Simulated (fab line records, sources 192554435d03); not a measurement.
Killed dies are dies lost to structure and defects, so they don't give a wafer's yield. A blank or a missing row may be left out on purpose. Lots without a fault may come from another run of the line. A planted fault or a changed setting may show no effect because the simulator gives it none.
Chamber matching | flow n5_finfet | N5_BEOL_M0_STRIP_142 on rie_diel-01: 4 sister chambers
The step strips in N2/H2, time 10 s. 4 wafers are shown with their chamber, then 7 later ones without.

WAFERS WITH THEIR CHAMBER
wafer  | chamber | throttle_valve_pct (%)
L431.1 | 2       | 24.1
L431.4 | 1       | 23.2
L432.2 | 0       | 24.3
L432.5 | 3       | 23.1

WAFERS WITHOUT THEIR CHAMBER
wafer  | throttle_valve_pct (%)
L432.6 | 24.3
L441.1 | 24.3
L441.5 | 23.2
L441.6 | 24.3
L443.1 | 23.3
L443.3 | 24.3
L443.5 | 23.3

WHICH CHAMBER EACH WENT THROUGH
wafer  | from the rows above     | in truth
L432.6 | 0                       | 0
L441.1 | 0                       | 0
L441.5 | can't be placed: 1 or 3 | 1
L441.6 | 0                       | 0
L443.1 | can't be placed: 1 or 3 | 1
L443.3 | 0                       | 0
L443.5 | can't be placed: 1 or 3 | 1
Placed correctly: 4 of 7. Can't be placed from these rows: 3 (the true chamber is among the candidates in 3). Placed wrongly: 0.
How it was worked out, from the rows above alone: a wafer's distance from a chamber is the root of the sum, over the readings, of the square of ((its reading less the chamber's mean) divided by the reading's scatter). The wafer belongs to the nearest chamber; if the next one is less than 2 further off, it can't be placed. A chamber's mean is the mean of its shown wafers. The scatter: with one shown wafer a chamber, the root of the mean of the squares of how far each hidden wafer lies from its nearest shown one.
